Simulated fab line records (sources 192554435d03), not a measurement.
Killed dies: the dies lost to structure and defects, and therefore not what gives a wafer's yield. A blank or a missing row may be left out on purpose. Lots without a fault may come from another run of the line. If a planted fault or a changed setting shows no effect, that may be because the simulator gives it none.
Which tool is to blame?    flow n5Finfet    Sampling: 10 lots, 30 wafers, 6 of 1938 route steps

== WHAT THE GAUGES READ, wafer by wafer ==
N5_BEOL_M0_OCD_MEAS_108. Usual: trenchDepthNm reads 32.4 nm (standard deviation 0.68).
lot   measured      on      trenchDepthNm (nm)  flag
L273  day 5 20:16   ocd-01  31.8 32.4 32.1      
L275  day 6 11:51   ocd-01  32.7 32.3 32.8      
L277  day 7 01:40   ocd-02  33.3 31.8 32.9      
L279  day 7 08:56   ocd-01  33.4 33.5 32.0      
L281  day 8 00:08   ocd-02  32.1 31.9 32.9      
L285  day 9 01:31   ocd-02  33.1 32.4 32.8      
L286  day 9 07:24   ocd-01  32.8 31.7 31.4      
L287  day 9 17:29   ocd-01  32.5 32.9 31.9      
L291  day 10 08:18  ocd-02  31.8 32.2 32.8      
L292  day 10 16:08  ocd-02  31.8 33.2 31.7      

N5_BEOL_M0_INSPECT_127: inspects for defects (darkfield). Usual: rawDefectCount reads 65 (standard deviation 20).
lot   measured      on                rawDefectCount  flag
L273  day 5 23:14   defectInspect-02  54 61 61        
L275  day 6 14:23   defectInspect-02  64 50 89        
L277  day 7 04:37   defectInspect-02  95 99 104       
L279  day 7 12:31   defectInspect-01  42 40 73        
L281  day 8 04:40   defectInspect-02  81 53 50        
L285  day 9 04:38   defectInspect-01  64 80 80        
L286  day 9 10:17   defectInspect-01  45 44 55        
L287  day 9 21:25   defectInspect-02  297 305 334     OFF
L291  day 10 13:55  defectInspect-01  292 317 333     OFF
L292  day 10 21:02  defectInspect-01  307 305 283     OFF

N5_BEOL_M4_RC_MEAS_101. Usual: DIBL_N 36.0 mV/V, standard deviation 2.5; DIBL_P 36.2 mV/V, standard deviation 3; IOFF_N 0.16 nA/um, standard deviation 0.044; IOFF_P 0.21 nA/um, standard deviation 0.049; ION_N 671 uA/um, standard deviation 15; ION_P 461 uA/um, standard deviation 8.7; SS_N 71.5 mV/dec, standard deviation 0.72; SS_P 73.4 mV/dec, standard deviation 0.9; VT_N 251 mV, standard deviation 4.4; VT_P -250 mV, standard deviation 4.
lot   measured      on         DIBL_N (mV/V)   DIBL_P (mV/V)   IOFF_N (nA/um)  IOFF_P (nA/um)  ION_N (uA/um)  ION_P (uA/um)  SS_N (mV/dec)   SS_P (mV/dec)   VT_N (mV)    VT_P (mV)       flag
L273  day 8 12:22   prober-01  34.7 36.7 33.9  33.8 36.3 32.7  0.13 0.16 0.12  0.20 0.24 0.19  653 672 667    456 469 468    71.5 71.4 71.0  72.0 73.8 72.1  255 249 252  -250 -243 -246  
L275  day 8 21:51   prober-01  39.1 36.2 35.8  39.3 36.5 34.4  0.23 0.17 0.16  0.27 0.23 0.20  683 688 659    463 468 451    73.2 71.3 71.9  74.2 73.4 73.2  247 248 249  -246 -248 -248  
L277  day 9 23:35   prober-01  37.4 38.0 38.5  38.6 39.2 39.4  0.19 0.19 0.20  0.24 0.25 0.24  694 670 678    470 454 457    72.2 72.3 72.9  73.8 73.3 74.5  249 250 249  -247 -252 -251  
L279  day 10 03:35  prober-01  36.4 34.6 35.0  36.8 33.4 35.4  0.15 0.11 0.12  0.20 0.16 0.20  678 653 669    464 452 468    71.5 70.4 71.6  73.5 72.5 72.8  252 255 255  -251 -253 -252  
L281  day 10 06:41  prober-01  34.1 36.0 37.1  32.0 35.3 37.1  0.11 0.13 0.15  0.14 0.16 0.20  661 658 654    453 450 455    70.8 71.4 72.1  72.9 73.9 74.2  259 255 251  -259 -258 -254  
L285  day 11 20:52  prober-02  40.2 38.9 38.6  39.5 37.9 36.6  0.21 0.18 0.17  0.29 0.24 0.22  695 676 668    476 471 456    72.0 72.1 71.9  74.3 73.6 73.7  243 247 250  -245 -248 -250  
L286  day 11 18:24  prober-01  36.0 36.6 35.9  36.7 38.2 35.8  0.15 0.17 0.15  0.22 0.24 0.19  671 686 658    461 471 450    71.7 71.6 72.3  73.2 74.0 73.3  252 250 254  -247 -244 -253  
L287  day 12 12:41  prober-01  34.6 38.4 39.2  35.0 39.2 41.3  0.12 0.19 0.21  0.17 0.25 0.28  659 686 685    452 464 466    70.8 71.7 72.1  72.6 74.5 73.9  257 248 247  -250 -249 -249  
L291  day 12 21:49  prober-01  35.9 34.4 36.0  37.7 35.8 37.3  0.18 0.14 0.18  0.26 0.22 0.24  676 655 677    469 460 469    71.0 70.9 72.3  73.7 73.8 73.8  248 255 248  -244 -248 -247  
L292  day 12 22:44  prober-01  33.0 32.5 35.2  31.1 31.6 35.9  0.10 0.10 0.14  0.15 0.15 0.21  653 643 668    454 447 456    71.0 70.5 71.3  71.9 72.3 73.8  258 259 250  -255 -253 -251  

== TOOL THAT RAN EACH LOT (tool first, then ch and the chambers of the sampled wafers, then the start) ==
lot   N5_BEOL_M0_SPUTTER_132       N5_BEOL_M0_SPUTTER_141       N5_BEOL_M0_CMP_120
L273  pvdSputter-01, day 5 21:52   pvdSputter-01, day 5 22:06   cmp-03 ch 1,3, day 5 22:35
L275  pvdSputter-02, day 6 12:59   pvdSputter-02, day 6 13:13   cmp-04 ch 0,2, day 6 13:46
L277  pvdSputter-02, day 7 03:16   pvdSputter-02, day 7 03:32   cmp-01 ch 0,3, day 7 04:04
L279  pvdSputter-02, day 7 10:47   pvdSputter-02, day 7 11:02   cmp-03 ch 2,3, day 7 11:58
L281  pvdSputter-01, day 8 03:22   pvdSputter-01, day 8 03:36   cmp-04 ch 2,3, day 8 04:05
L285  pvdSputter-02, day 9 03:19   pvdSputter-02, day 9 03:33   cmp-01 ch 1,2,3, day 9 04:04
L286  pvdSputter-01, day 9 08:55   pvdSputter-01, day 9 09:09   cmp-01 ch 0,2, day 9 09:41
L287  pvdSputter-03, day 9 20:03   pvdSputter-03, day 9 20:17   cmp-01 ch 0,2, day 9 20:49
L291  pvdSputter-02, day 10 12:36  pvdSputter-02, day 10 12:50  cmp-01 ch 1,2,3, day 10 13:20
L292  pvdSputter-03, day 10 18:17  pvdSputter-03, day 10 18:32  cmp-01 ch 0,1,2, day 10 20:13
- N5_BEOL_M0_SPUTTER_132: material Cu, target thk 4 nm, time 7.37 s.
- N5_BEOL_M0_SPUTTER_141: material Cu, target thk 4 nm, time 7.37 s.
- N5_BEOL_M0_CMP_120: polishes, stops on SiOC, t overpolish 6.9 s.

== WHAT THE TOOLS THEMSELVES READ (means of the sampled wafers that have a number; where no wafer has one, the mark that the record gives instead) ==
N5_BEOL_M0_SPUTTER_132. Usual: substrateTempC -20.01 C, standard deviation 0.097; throttleValvePct 29.6 %, standard deviation 0.86.
lot   tool           substrateTempC (C)  throttleValvePct (%)  flag
L273  pvdSputter-01  -20.06              29.8                  
L275  pvdSputter-02  -19.96              29.9                  
L277  pvdSputter-02  -19.99              29.7                  
L279  pvdSputter-02  -20.08              29.9                  
L281  pvdSputter-01  -20.08              28.5                  
L285  pvdSputter-02  -19.94              30.1                  
L286  pvdSputter-01  -19.99              29.9                  
L287  pvdSputter-03  -19.96              30.3                  
L291  pvdSputter-02  -19.99              29.9                  
L292  pvdSputter-03  -19.89              30.2                  

N5_BEOL_M0_SPUTTER_141. Usual: substrateTempC -19.99 C, standard deviation 0.1; throttleValvePct 29.6 %, standard deviation 0.89.
lot   tool           substrateTempC (C)  throttleValvePct (%)  flag
L273  pvdSputter-01  -20.04              29.8                  
L275  pvdSputter-02  -20.05              30.0                  
L277  pvdSputter-02  -19.96              29.9                  
L279  pvdSputter-02  -20.07              29.9                  
L281  pvdSputter-01  -19.94              28.6                  
L285  pvdSputter-02  -20.05              30.1                  
L286  pvdSputter-01  -19.91              29.9                  
L287  pvdSputter-03  -19.96              30.1                  
L291  pvdSputter-02  -20.00              30.0                  
L292  pvdSputter-03  -19.98              30.2                  

N5_BEOL_M0_CMP_120. Usual: barrierFieldEndpointS 3.58 s, standard deviation 0.15; motorCurrentA 5.9 A, standard deviation 0.79; overpolishRunS 6.902 s, standard deviation 0.0095; slurryFilterDpKPa 13.50 kPa, standard deviation 0.14; timeToEndpointS 61 s, standard deviation 3.8.
lot   tool    barrierFieldEndpointS (s)  motorCurrentA (A)  overpolishRunS (s)  slurryFilterDpKPa (kPa)  timeToEndpointS (s)  flag
L273  cmp-03  3.77                       5.9                6.901               13.43                    63                   
L275  cmp-04  3.54                       5.9                6.902               13.53                    59                   
L277  cmp-01  3.79                       5.5                6.901               13.55                    70                   
L279  cmp-03  3.60                       6.1                6.906               13.46                    63                   
L281  cmp-04  3.40                       5.8                6.897               13.40                    54                   
L285  cmp-01  3.58                       5.5                6.902               13.43                    61                   
L286  cmp-01  3.67                       5.5                6.897               13.38                    63                   
L287  cmp-01  3.51                       5.3                6.900               13.50                    57                   
L291  cmp-01  3.43                       5.5                6.915               13.50                    59                   
L292  cmp-01  3.41                       5.8                6.902               13.30                    58                   

== THE ANSWER, worked out from the rows above alone ==
Rule: a lot is off if the mean of its wafers that have a number lies more than 3 standard deviations from the usual mean. A lot without any number at a reading at which 4 lots or more have one is off too. All remaining lots with rows at the step are treated as sound. After the gauges, taken in route order, come the tools' own readings; for these a lot's mean is taken, as printed above. The first step at which some lot is off is used, and at that step the reading that is off furthest; a lot without a number counts as furthest.
Off at N5_BEOL_M0_INSPECT_127 (rawDefectCount): L287, L291, L292.
If a tool, at a process step before that reading, ran all the lots that are off and no sound lot after the first of them, it fits. Those tools and the gauges at N5_BEOL_M0_INSPECT_127 are tried in the same way. One candidate fits, namely cmp-01 at N5_BEOL_M0_CMP_120. A fault onset in the window from L286 (day 9 09:41, its last sound lot) to L287 (day 9 20:49, its first lot off) fits.

== WHAT THE SIMULATOR HAD PUT IN ==
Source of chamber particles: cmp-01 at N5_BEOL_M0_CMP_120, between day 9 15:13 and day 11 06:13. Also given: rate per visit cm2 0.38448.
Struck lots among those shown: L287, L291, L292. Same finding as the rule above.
